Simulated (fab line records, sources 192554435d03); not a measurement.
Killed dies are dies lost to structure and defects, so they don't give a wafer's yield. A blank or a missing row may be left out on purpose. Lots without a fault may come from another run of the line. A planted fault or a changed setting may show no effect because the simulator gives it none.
Chamber matching | flow n5_finfet | N5_BEOL_M0_ALD_136 on ald_metal-01: 4 sister chambers
The step deposits TaN, pulse time 2 s, purge time 3 s, co reactant purge time 2 s. 14 wafers are shown with their chamber, then 6 later ones without.

WAFERS WITH THEIR CHAMBER
wafer  | chamber | heater_power_w (W)
L626.2 | 2       | 327
L626.3 | 1       | 425
L626.6 | 0       | 526
L630.1 | 1       | 432
L630.5 | 3       | 355
L630.6 | 0       | 517
L632.1 | 2       | 334
L632.2 | 3       | 369
L632.4 | 0       | 521
L634.1 | 0       | 531
L634.5 | 0       | 535
L634.6 | 3       | 354
L637.1 | 2       | 330
L637.3 | 1       | 426

SIGNATURES (means of the wafers above)
reading        | chamber 0 | chamber 1 | chamber 2 | chamber 3 | scatter within a chamber
heater_power_w | 526.00    | 427.67    | 330.33    | 359.33    | 6.37
Rule: a wafer's distance from a chamber is the root of the sum, over the readings, of the square of ((its reading less the chamber's mean) divided by the reading's scatter). The wafer belongs to the nearest chamber; if the next one is less than 2 further off, it can't be placed. The scatter: the root of (the sum of the squares of (reading less its chamber's mean) over the shown wafers, divided by (wafers less chambers)).

WAFERS WITHOUT THEIR CHAMBER
wafer  | heater_power_w (W)
L637.6 | 370
L638.2 | 432
L638.5 | 528
L638.6 | 363
L641.4 | 430
L641.6 | 437

WHICH CHAMBER EACH WENT THROUGH
wafer  | from the rows above | in truth
L637.6 | 3                   | 3
L638.2 | 1                   | 1
L638.5 | 0                   | 0
L638.6 | 3                   | 3
L641.4 | 1                   | 1
L641.6 | 1                   | 1
Placed correctly: 6 of 6. Can't be placed from these rows: 0. Placed wrongly: 0.
